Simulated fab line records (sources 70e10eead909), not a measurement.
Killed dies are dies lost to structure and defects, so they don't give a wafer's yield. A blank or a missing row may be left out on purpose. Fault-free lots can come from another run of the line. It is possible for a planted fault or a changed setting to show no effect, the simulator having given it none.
Chamber matching :: flow nand_harc :: rie_diel-13 running NHARC_A_M0_ETCH_34: 4 sister chambers
The step etches the open film in N2/H2, target depth 40 nm, overetch 12 nm, time 43.94 s. 14 wafers are shown with their chamber, then 7 later ones without.

## WAFERS, EACH WITH ITS CHAMBER
wafer: L661.2
chamber: 1
drypump_motor_current_A (A): 5.6
oes_product_au (a.u.): 1.001
rf_vpp_V (V): 430.7

wafer: L661.3
chamber: 2
drypump_motor_current_A (A): 5.7
oes_product_au (a.u.): 1.009
rf_vpp_V (V): 432.1

wafer: L661.5
chamber: 3
drypump_motor_current_A (A): 6.6
oes_product_au (a.u.): 1.002
rf_vpp_V (V): 429.2

wafer: L658.1
chamber: 1
drypump_motor_current_A (A): 5.6
oes_product_au (a.u.): 0.989
rf_vpp_V (V): 430.2

wafer: L658.2
chamber: 3
drypump_motor_current_A (A): 6.6
oes_product_au (a.u.): 0.992
rf_vpp_V (V): 431.2

wafer: L658.5
chamber: 0
drypump_motor_current_A (A): 5.5
oes_product_au (a.u.): 0.989
rf_vpp_V (V): 430.8

wafer: L663.3
chamber: 1
drypump_motor_current_A (A): 5.6
oes_product_au (a.u.): 0.991
rf_vpp_V (V): 430.2

wafer: L663.4
chamber: 3
drypump_motor_current_A (A): 6.6
oes_product_au (a.u.): 1.008
rf_vpp_V (V): 429.8

wafer: L663.5
chamber: 2
drypump_motor_current_A (A): 5.8
oes_product_au (a.u.): 1.013
rf_vpp_V (V): 434.0

wafer: L660.2
chamber: 0
drypump_motor_current_A (A): 5.5
oes_product_au (a.u.): 0.985
rf_vpp_V (V): 431.8

wafer: L660.3
chamber: 1
drypump_motor_current_A (A): 5.6
oes_product_au (a.u.): 0.985
rf_vpp_V (V): 430.6

wafer: L660.5
chamber: 3
drypump_motor_current_A (A): 6.6
oes_product_au (a.u.): 1.002
rf_vpp_V (V): 432.1

wafer: L670.3
chamber: 3
drypump_motor_current_A (A): 6.6
oes_product_au (a.u.): 1.011
rf_vpp_V (V): 430.0

wafer: L670.4
chamber: 2
drypump_motor_current_A (A): 5.7
oes_product_au (a.u.): 1.009
rf_vpp_V (V): 433.2

SIGNATURES, as means of the wafers listed above
reading: drypump_motor_current_A
chamber 0: 5.500
chamber 1: 5.600
chamber 2: 5.733
chamber 3: 6.600
scatter within a chamber: 0.0258

reading: oes_product_au
chamber 0: 0.98700
chamber 1: 0.99150
chamber 2: 1.01033
chamber 3: 1.00300
scatter within a chamber: 0.00608

reading: rf_vpp_V
chamber 0: 431.300
chamber 1: 430.425
chamber 2: 433.100
chamber 3: 430.460
scatter within a chamber: 0.894
Rule: a wafer lies at a distance from a chamber equal to the root of the sum of squares, over the readings, of (its reading less the chamber's mean, divided by the reading's scatter). The wafer belongs to the nearest chamber; if the next one is less than 2 further off, it can't be placed. The scatter: the root of (the sum of the squares of (reading less its chamber's mean) over the shown wafers, divided by (wafers less chambers)).

## WAFERS MISSING THEIR CHAMBER
wafer: L670.6
drypump_motor_current_A (A): 5.6
oes_product_au (a.u.): 0.995
rf_vpp_V (V): 430.4

wafer: L675.2
drypump_motor_current_A (A): 6.6
oes_product_au (a.u.): 1.001
rf_vpp_V (V): 430.2

wafer: L675.3
drypump_motor_current_A (A): 5.6
oes_product_au (a.u.): 0.997
rf_vpp_V (V): 430.7

wafer: L675.4
drypump_motor_current_A (A): 5.7
oes_product_au (a.u.): 1.002
rf_vpp_V (V): 433.5

wafer: L680.3
drypump_motor_current_A (A): 5.5
oes_product_au (a.u.): 1.012
rf_vpp_V (V): 431.0

wafer: L680.4
drypump_motor_current_A (A): 6.6
oes_product_au (a.u.): 0.977
rf_vpp_V (V): 430.2

wafer: L680.6
drypump_motor_current_A (A): 5.5
oes_product_au (a.u.): 0.997
rf_vpp_V (V): 430.7

## WHICH CHAMBER EACH WENT THROUGH
wafer: L670.6
from the rows above: 1
in truth: 1

wafer: L675.2
from the rows above: 3
in truth: 3

wafer: L675.3
from the rows above: 1
in truth: 1

wafer: L675.4
from the rows above: 2
in truth: 2

wafer: L680.3
from the rows above: can't be placed: 0 or 1
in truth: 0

wafer: L680.4
from the rows above: 3
in truth: 3

wafer: L680.6
from the rows above: 0
in truth: 0
Correct placement for 6 of the 7. From these rows, 1 cannot be placed; in 1 the true chamber is one of the candidates. Placed wrongly: 0.
